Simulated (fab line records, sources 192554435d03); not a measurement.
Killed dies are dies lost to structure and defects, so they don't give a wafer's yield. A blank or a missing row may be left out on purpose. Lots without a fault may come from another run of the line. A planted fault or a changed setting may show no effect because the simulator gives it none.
Chamber matching | flow n5_finfet | N5_FIN_SAQP_ETCH_65 on rie_si-05: 4 sister chambers
The step etches SiO2 in CF4, target depth 4 nm, time 4.4 s. 18 wafers are shown with their chamber, then 9 later ones without.

WAFERS WITH THEIR CHAMBER
wafer  | chamber | throttle_valve_pct (%) | he_backside_leak_sccm (sccm) | oes_product_au (a.u.)
L076.1 | 0       | 21.77                  | 2.8                          | 0.985
L076.2 | 2       | 22.14                  | 2.5                          | 0.982
L076.4 | 3       | 21.54                  | 2.2                          | 1.007
L078.2 | 3       | 21.56                  | 2.4                          | 1.005
L078.3 | 2       | 22.14                  | 2.3                          | 0.980
L078.6 | 2       | 22.13                  | 2.3                          | 0.973
L082.1 | 0       | 21.76                  | 2.8                          | 0.985
L082.2 | 1       | 21.58                  | 3.3                          | 0.996
L082.6 | 0       | 21.77                  | 2.9                          | 0.981
L083.2 | 1       | 21.58                  | 3.3                          | 0.998
L083.4 | 0       | 21.76                  | 2.9                          | 0.986
L083.6 | 1       | 21.59                  | 3.3                          | 0.996
L084.1 | 3       | 21.55                  | 2.4                          | 1.023
L084.2 | 0       | 21.77                  | 3.0                          | 0.988
L084.6 | 0       | 21.79                  | 2.9                          | 0.992
L087.1 | 2       | 22.14                  | 2.5                          | 0.977
L087.5 | 0       | 21.78                  | 2.9                          | 0.992
L087.6 | 1       | 21.60                  | 3.4                          | 1.012

SIGNATURES (means of the wafers above)
reading               | chamber 0 | chamber 1 | chamber 2 | chamber 3 | scatter within a chamber
throttle_valve_pct    | 21.7714   | 21.5875   | 22.1375   | 21.5500   | 0.00939
he_backside_leak_sccm | 2.886     | 3.325     | 2.400     | 2.333     | 0.0857
oes_product_au        | 0.98700   | 1.00050   | 0.97800   | 1.01167   | 0.00607
Rule: a wafer's distance from a chamber is the root of the sum, over the readings, of the square of ((its reading less the chamber's mean) divided by the reading's scatter). The wafer belongs to the nearest chamber; if the next one is less than 2 further off, it can't be placed. The scatter: the root of (the sum of the squares of (reading less its chamber's mean) over the shown wafers, divided by (wafers less chambers)).

WAFERS WITHOUT THEIR CHAMBER
wafer  | throttle_valve_pct (%) | he_backside_leak_sccm (sccm) | oes_product_au (a.u.)
L093.1 | 21.52                  | 2.3                          | 1.018
L093.4 | 22.16                  | 2.4                          | 0.978
L093.6 | 21.53                  | 2.3                          | 1.014
L095.3 | 22.15                  | 2.1                          | 0.985
L095.5 | 22.13                  | 2.3                          | 0.982
L095.6 | 21.59                  | 3.4                          | 1.000
L097.1 | 22.13                  | 2.2                          | 0.989
L097.2 | 21.76                  | 2.8                          | 0.990
L097.3 | 21.60                  | 3.3                          | 0.996

WHICH CHAMBER EACH WENT THROUGH
wafer  | from the rows above | in truth
L093.1 | 3                   | 3
L093.4 | 2                   | 2
L093.6 | 3                   | 3
L095.3 | 2                   | 2
L095.5 | 2                   | 2
L095.6 | 1                   | 1
L097.1 | 2                   | 2
L097.2 | 0                   | 0
L097.3 | 1                   | 1
Placed correctly: 9 of 9. Can't be placed from these rows: 0. Placed wrongly: 0.
